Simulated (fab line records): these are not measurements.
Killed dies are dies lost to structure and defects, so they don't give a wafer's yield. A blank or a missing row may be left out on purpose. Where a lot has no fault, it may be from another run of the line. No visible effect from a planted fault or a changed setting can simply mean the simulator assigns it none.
Split-lot study	flow n5_finfet	21 wafers read across 7 lots, on a route 1938 steps long

== ABOUT THE SPLIT ==
At N5_BEOL_M7_PECVD_70 (deposits SiO2 from TEOS/O2, target thk 20 nm, time 22.7 s), the setting temp_c was moved away from the recipe's 400 C on 8 of the 21 wafers read, by -3.9% to +1.5%. For the rest of the wafers, this setting stayed at what the recipe calls for.

== FROM THE SPLIT TO THE READING: what the file shows between them, 3 steps ==
- N5_BEOL_M7_HM_DEP_02: deposits TiN, target thk 20 nm
- N5_BEOL_M7_COAT_59: time 60 s, resist thk 100 nm
- N5_BEOL_M7_STRIP_80: strips in N2/H2, time 10 s

== THE READING ==
SiO2_of_BEOL_M7_PECVD_70.thk_nm (the simulator's own value, which no gauge read), in nm, at N5_BEOL_M7_HM_STRIP_39 (strips TiN in peroxide tin strip, target depth 25 nm, time 158 s). The file gives no usual value for it. The 13 wafers here that ran the recipe average 19.8 nm, standard deviation 0.3 nm.

wafer	tool, chamber at the split	temp_c as run, C	against the recipe	SiO2_of_BEOL_M7_PECVD_70.thk_nm, nm	against lot-mates on the recipe
L077.1	pecvd-02, 2	391.8	-2.0%	21	+1.4
L077.2	pecvd-02, 1	400	recipe	19.6	-
L077.6	pecvd-02, 0	391.8	-2.0%	21.2	+1.6
L081.1	pecvd-01, 1	400	recipe	19.8	-
L081.4	pecvd-01, 1	384.2	-3.9%	22.2	+2.2
L081.6	pecvd-01, 2	400	recipe	20.2	-
L080.1	pecvd-02, 0	400	recipe	20	-
L080.3	pecvd-02, 2	406.1	+1.5%	19	-0.9
L080.4	pecvd-02, 1	400	recipe	19.8	-
L086.1	pecvd-02, 0	400	recipe	19.6	-
L086.3	pecvd-02, 2	400	recipe	20.4	-
L086.5	pecvd-02, 0	400	recipe	20	-
L090.2	pecvd-01, 2	387.5	-3.1%	21	+1.6
L090.3	pecvd-01, 0	387.5	-3.1%	20.8	+1.4
L090.5	pecvd-01, 2	400	recipe	19.4	-
L092.2	pecvd-01, 0	400	recipe	19.4	-
L092.4	pecvd-01, 1,2	394.5	-1.4%	20.8	+1.4
L092.6	pecvd-01, 1,2	394.5	-1.4%	20.6	+1.2
L096.1	pecvd-04, 0,1	400	recipe	19.4	-
L096.2	pecvd-04, 0,1	400	recipe	19.6	-
L096.6	pecvd-04, 1	400	recipe	19.8	-
Where a row lists several chambers, the file gives one row for several wafers and doesn't say which wafer went through which chamber.

FIT RESULTS
A straight line over all 21 wafers: SiO2_of_BEOL_M7_PECVD_70.thk_nm changes by -0.514 nm for each +1% of temp_c; r = -0.91; the points scatter about the line by 0.33 nm.
The same after taking each lot's own level away (the mean of its wafers on the recipe; 21 wafers): -0.572 nm for each +1%; r = -0.95; scatter 0.27 nm.
Per that fit: largest temp_c move, reading shift of 2.3 nm.
The span of the lots' own levels, 19.40 to 20.00 nm, comes to 2.0 times the standard deviation stated above.
Hence the slope depends on the lot-to-lot level, as the two fits are not the same.
Check: with one of the wafers moved furthest among these (-3.9%) left out of the fit, the line predicts +2.36 nm for it against its lot-mates. Against them it came out at +2.2 nm.

== THESE WAFERS: OTHER SPLITS ==
Before the reading, these wafers also passed through other splits. Each is held against what the fit with the lots' levels taken away leaves over:
other split on the same wafers	wafers away from the commonest value	r with SiO2_of_BEOL_M7_PECVD_70.thk_nm (lot level and that fit taken away)
N5_BEOL_M6_ILD_DEP_00 time_s	6	+0.50
N5_BEOL_M6_EXPOSE_08 dose_mj	8	-0.03
N5_BEOL_M7_ILD_DEP_00 time_s	7	+0.13

== THE WHOLE CHAIN: every reading that the file lists as answering this split, in the file's order ==
step	what it does	reading	change (the file's fit)	r (the file's)
N5_BEOL_M7_PECVD_70	deposits SiO2 from TEOS/O2, target thk 20 nm, time 22.7 s	SiO2_of_BEOL_M7_PECVD_70.thk_nm (the simulator's own value, which no gauge read)	-0.556 nm for each +1% of the setting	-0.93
N5_BEOL_M7_HM_STRIP_39	strips TiN in peroxide tin strip, target depth 25 nm, time 158 s	SiO2_of_BEOL_M7_PECVD_70.thk_nm (the simulator's own value, which no gauge read)	-0.58 nm for each +1% of the setting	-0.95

== FILE'S OWN FIT ==
SiO2_of_BEOL_M7_PECVD_70.thk_nm changes by -0.58 nm for each +1% of temp_c, r = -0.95.
